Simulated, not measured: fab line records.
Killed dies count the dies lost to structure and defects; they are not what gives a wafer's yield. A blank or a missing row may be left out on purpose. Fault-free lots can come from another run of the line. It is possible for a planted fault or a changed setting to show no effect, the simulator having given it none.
A struck lot beside a sound one | flow nandHarc | 15 out of 1302 route steps
Sound: wafers L419.1, L419.2, L419.4. The struck wafers were L415.4, L415.5, L415.6. Last of all comes the cause.
At each step with rows: each side's tool, then ch and its chambers, then its first start. Under that, the readings that differ: sound wafers | struck wafers | difference of the means | sigmas: that difference in standard deviations of wafers without a fault.
alike: a reading whose means differ by less than 2 such deviations, as well as words and numbers matching on both sides. not compared: withheld readings; readings where some wafer has no value; bounds like >300 that might hide an equal value; numbers whose values overlap and for which the record gives no deviation.
The two part at a step that has a row with sigmas, a row that says differs or no value, or rows on one side only. When numbers do not overlap yet have no deviation, they are printed without sigmas and do not part them. A reading that every wafer of one side lacks parts them only if that side has two wafers or more.

first, 5 steps without rows for these wafers: NHARC_A_SGD_CUT_SOFTBAKE_04 (time 55 s); NHARC_A_SGD_CUT_EBR_05; NHARC_A_SGD_CUT_EXPOSE_06 (exposes mask SGD); NHARC_A_SGD_CUT_PEB_07 (peb time 65 s); NHARC_A_SGD_CUT_DEVELOP_08 (develop time 35 s).
NHARC_A_SGD_CUT_CD_MEAS_09 targets a cd of 100 nm.
  sound on cdSem-03 ch 0, day 25 00:49; struck on cdSem-01 ch 0, day 22 16:13
  alike: cdNm
NHARC_A_SGD_CUT_OVL_MEAS_10:
  sound: overlay-02 at day 25 00:55; struck: overlay-01 at day 22 16:17
  alike: overlayXNm, overlayYNm
NHARC_A_SGD_CUT_INSPECT_11:
  sound: defectInspect-02 at day 25 00:56; struck: defectInspect-02 at day 22 16:19
  alike: rawDefectCount
NHARC_A_SGD_CUT_DESCUM_14: chemistry O2, time 3 s.
  sound on rieDiel-11 ch 0,1,3, day 25 01:01; struck on rieDiel-02 ch 2,3, day 22 16:23
  alike: drypumpMotorCurrentA, oesProductAu, rfVppV, showerheadPlenumPTorr, throttleValvePct
  not compared: rfHoursCounterH
NHARC_A_SGD_CUT_ETCH_58: etches the open film in CF4, target depth 39 nm, time 65 s.
  sound on rieDiel-11 ch 1,2,3, day 25 01:06; struck on rieDiel-02 ch 1,2, day 22 16:28
  alike: biasW, cf4FlowSccm, drypumpMotorCurrentA, oesProductAu, rfVppV, showerheadPlenumPTorr, throttleValvePct
  not compared: rfHoursCounterH
NHARC_A_SGD_CUT_ETCH_59: etches the open film in N2/H2, target depth 260 nm, time 406.25 s.
  sound: rieDiel-11 ch 1,2,3; struck: rieDiel-02 ch 1,2
  alike: biasW, chamberPressureMTorr, drypumpMotorCurrentA, oesProductAu, rfVppV, showerheadPlenumPTorr, throttleValvePct
  not compared: rfHoursCounterH
NHARC_A_SGD_CUT_ETCH_15: etches the open film in CH3F/O2, target depth 75 nm, time 64.3 s.
  sound: rieDiel-11 ch 0,1,2; struck: rieDiel-02 ch 2,3
  alike: biasW, ch3fFlowSccm, drypumpMotorCurrentA, oesProductAu, rfVppV, showerheadPlenumPTorr, throttleValvePct
  not compared: rfHoursCounterH
NHARC_A_SGD_CUT_ETCH_16: etches the open film in C4F8/O2/Ar, target depth 310.5 nm, time 155.2 s.
  sound on rieDiel-11 ch 0,1,2, day 25 01:35; struck on rieDiel-02 ch 0,3, day 22 16:57
  no value came back on the struck wafers for any of 5 readings (biasW (W), chamberPressureMTorr (mTorr) and others); on the sound wafers biasW (W) reads 797.9 799.9 799.1
then, 1 step without rows for these wafers: NHARC_A_SGD_CUT_STRIP_60 (strips in C4F8/O2/Ar).
-- break in the record here, with 6 days between the starts of the struck wafers on either side (left off in module A_SGD_CUT, picked up again in module END, where the first step shown is number 1302 on the route) --
NHARC_END_SORT_01:
  at this point the record logs the struck wafers (prober-01 ch 0, day 28 06:22) and has no rows for the sound ones

## WHERE THEY PART
Earliest at NHARC_A_SGD_CUT_ETCH_16; latest, in this record, at NHARC_END_SORT_01.

WHY: the cause the simulator had injected
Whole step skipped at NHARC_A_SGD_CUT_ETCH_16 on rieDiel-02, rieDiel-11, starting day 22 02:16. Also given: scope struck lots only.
